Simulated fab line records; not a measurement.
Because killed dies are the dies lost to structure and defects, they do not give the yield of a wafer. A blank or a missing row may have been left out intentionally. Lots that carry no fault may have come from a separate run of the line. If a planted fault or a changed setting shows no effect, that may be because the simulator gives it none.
Chamber matching + flow n5 finfet + 4 sister chambers for N5_BEOL_M7_ETCH_72 on rie diel-05
The step etches underlayer in N2/H2, target depth 6.5 nm, time 5.2 s. 8 wafers are shown with their chamber, then 7 later ones without.

== WAFERS PAIRED WITH THEIR CHAMBERS ==
| wafer  | chamber | drypump motor current A (A) | showerhead plenum p Torr (Torr) |
|--------|---------|-----------------------------|---------------------------------|
| L079.2 | 1       | 5.16                        | 2.40                            |
| L085.3 | 3       | 5.77                        | 2.46                            |
| L085.5 | 3       | 5.78                        | 2.46                            |
| L088.1 | 1       | 5.15                        | 2.39                            |
| L088.2 | 2       | 5.66                        | 2.49                            |
| L088.4 | 0       | 5.77                        | 2.50                            |
| L091.1 | 2       | 5.67                        | 2.49                            |
| L091.3 | 0       | 5.82                        | 2.50                            |

== WAFERS MISSING THEIR CHAMBER ==
| wafer  | drypump motor current A (A) | showerhead plenum p Torr (Torr) |
|--------|-----------------------------|---------------------------------|
| L091.6 | 5.67                        | 2.49                            |
| L090.1 | 5.17                        | 2.39                            |
| L090.2 | 5.76                        | 2.45                            |
| L090.4 | 5.77                        | 2.45                            |
| L095.1 | 5.82                        | 2.49                            |
| L095.5 | 5.75                        | 2.45                            |
| L095.6 | 5.66                        | 2.49                            |

== THE CHAMBER EACH PASSED THROUGH ==
| wafer  | from the rows above | in truth |
|--------|---------------------|----------|
| L091.6 | 2                   | 2        |
| L090.1 | 1                   | 1        |
| L090.2 | 3                   | 3        |
| L090.4 | 3                   | 3        |
| L095.1 | 0                   | 0        |
| L095.5 | 3                   | 3        |
| L095.6 | 2                   | 2        |
Placed correctly: 7 of 7. Number that these rows cannot place: 0. Number placed wrongly: 0.
How it was worked out, from the rows above alone: a wafer's distance from a chamber is the root of the sum, over the readings, of the square of ((its reading less the chamber's mean) divided by the reading's scatter). If the next closest chamber is less than 2 further off than the closest, the wafer can't be placed; otherwise it belongs to the closest. For every chamber, the mean is computed from those of its wafers that are shown. The scatter: the root of (the sum of the squares of (reading less its chamber's mean) over the shown wafers, divided by (wafers less chambers)).
